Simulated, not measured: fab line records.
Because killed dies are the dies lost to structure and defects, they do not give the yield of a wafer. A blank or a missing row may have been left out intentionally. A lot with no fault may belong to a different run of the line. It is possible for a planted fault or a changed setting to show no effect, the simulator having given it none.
Chamber matching | flow n5_finfet | rie_diel-04 running N5_ZERO_LAYER_ETCH_17: 4 sister chambers
The step etches SiO2 in CF4, target depth 12 nm, time 13.3 s. 14 wafers are shown with their chamber, then 7 later ones without.

== WAFERS, EACH WITH ITS CHAMBER ==
wafer  | chamber | showerhead_plenum_p_Torr (Torr) | throttle_valve_pct (%) | drypump_motor_current_A (A)
L080.2 | 0       | 2.07                            | 15.68                  | 5.52
L080.4 | 3       | 2.15                            | 15.89                  | 6.20
L080.5 | 3       | 2.15                            | 15.87                  | 6.23
L082.1 | 1       | 2.10                            | 15.29                  | 6.06
L082.4 | 0       | 2.07                            | 15.69                  | 5.51
L082.6 | 1       | 2.10                            | 15.29                  | 6.04
L083.2 | 1       | 2.09                            | 15.30                  | 6.02
L083.4 | 2       | 2.04                            | 15.73                  | 5.59
L083.6 | 1       | 2.09                            | 15.31                  | 5.97
L084.1 | 2       | 2.04                            | 15.73                  | 5.62
L084.2 | 1       | 2.09                            | 15.30                  | 6.00
L084.3 | 0       | 2.07                            | 15.70                  | 5.51
L087.1 | 0       | 2.07                            | 15.71                  | 5.54
L087.2 | 2       | 2.04                            | 15.74                  | 5.62

SIGNATURES, as means of the wafers listed above
reading                  | chamber 0 | chamber 1 | chamber 2 | chamber 3 | scatter within a chamber
showerhead_plenum_p_Torr | 2.0700    | 2.0940    | 2.0400    | 2.1500    | 0.00346
throttle_valve_pct       | 15.6950   | 15.2980   | 15.7333   | 15.8800   | 0.0102
drypump_motor_current_A  | 5.5200    | 6.0180    | 5.6100    | 6.2150    | 0.0256
Rule: for a wafer and a chamber, the distance is found by dividing, reading by reading, the gap between the wafer's reading and the chamber's mean by the reading's scatter, squaring, summing and taking the root. The wafer belongs to the nearest chamber; if the next one is less than 2 further off, it can't be placed. The scatter is the square root of a quotient: the sum, over the shown wafers, of each reading's squared deviation from its chamber's mean, divided by wafers minus chambers.

== WAFERS WITH NO CHAMBER GIVEN ==
wafer  | showerhead_plenum_p_Torr (Torr) | throttle_valve_pct (%) | drypump_motor_current_A (A)
L087.5 | 2.04                            | 15.75                  | 5.60
L096.1 | 2.03                            | 15.79                  | 5.58
L096.4 | 2.14                            | 15.93                  | 6.20
L096.5 | 2.03                            | 15.77                  | 5.64
L097.2 | 2.06                            | 15.74                  | 5.51
L097.4 | 2.09                            | 15.35                  | 6.01
L097.5 | 2.09                            | 15.35                  | 6.01

== THE CHAMBER EACH PASSED THROUGH ==
wafer  | from the rows above     | in truth
L087.5 | 2                       | 2
L096.1 | 2                       | 2
L096.4 | 3                       | 3
L096.5 | 2                       | 2
L097.2 | can't be placed: 0 or 2 | 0
L097.4 | 1                       | 1
L097.5 | 1                       | 1
Correctly placed: 6 of 7. Unplaceable from these rows: 1, with the true chamber sitting among the candidates in 1. Wrongly placed: 0.
